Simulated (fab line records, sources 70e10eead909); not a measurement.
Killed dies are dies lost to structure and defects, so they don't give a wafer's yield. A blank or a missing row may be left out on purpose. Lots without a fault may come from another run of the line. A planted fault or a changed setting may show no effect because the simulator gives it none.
Chamber matching | flow nand_harc | NHARC_A_STAIRCASE_STRIP_476 on rie_diel-13: 4 sister chambers
The step strips in O2, time 20 s. 4 wafers are shown with their chamber, then 9 later ones without.

WAFERS WITH THEIR CHAMBER
wafer  | chamber | showerhead_plenum_p_Torr (Torr)
L091.2 | 3       | 3.52
L090.1 | 0       | 3.61
L090.5 | 2       | 3.38
L090.6 | 1       | 3.59

WAFERS WITHOUT THEIR CHAMBER
wafer  | showerhead_plenum_p_Torr (Torr)
L094.1 | 3.59
L094.2 | 3.37
L094.4 | 3.60
L095.2 | 3.37
L095.3 | 3.51
L095.6 | 3.60
L097.2 | 3.37
L097.4 | 3.51
L097.5 | 3.51

WHICH CHAMBER EACH WENT THROUGH
wafer  | from the rows above     | in truth
L094.1 | 1                       | 1
L094.2 | 2                       | 2
L094.4 | can't be placed: 0 or 1 | 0
L095.2 | 2                       | 2
L095.3 | 3                       | 3
L095.6 | can't be placed: 0 or 1 | 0
L097.2 | 2                       | 2
L097.4 | 3                       | 3
L097.5 | 3                       | 3
Placed correctly: 7 of 9. Can't be placed from these rows: 2 (the true chamber is among the candidates in 2). Placed wrongly: 0.
How it was worked out, from the rows above alone: a wafer's distance from a chamber is the root of the sum, over the readings, of the square of ((its reading less the chamber's mean) divided by the reading's scatter). The wafer belongs to the nearest chamber; if the next one is less than 2 further off, it can't be placed. A chamber's mean is the mean of its shown wafers. The scatter: with one shown wafer a chamber, the root of the mean of the squares of how far each hidden wafer lies from its nearest shown one.
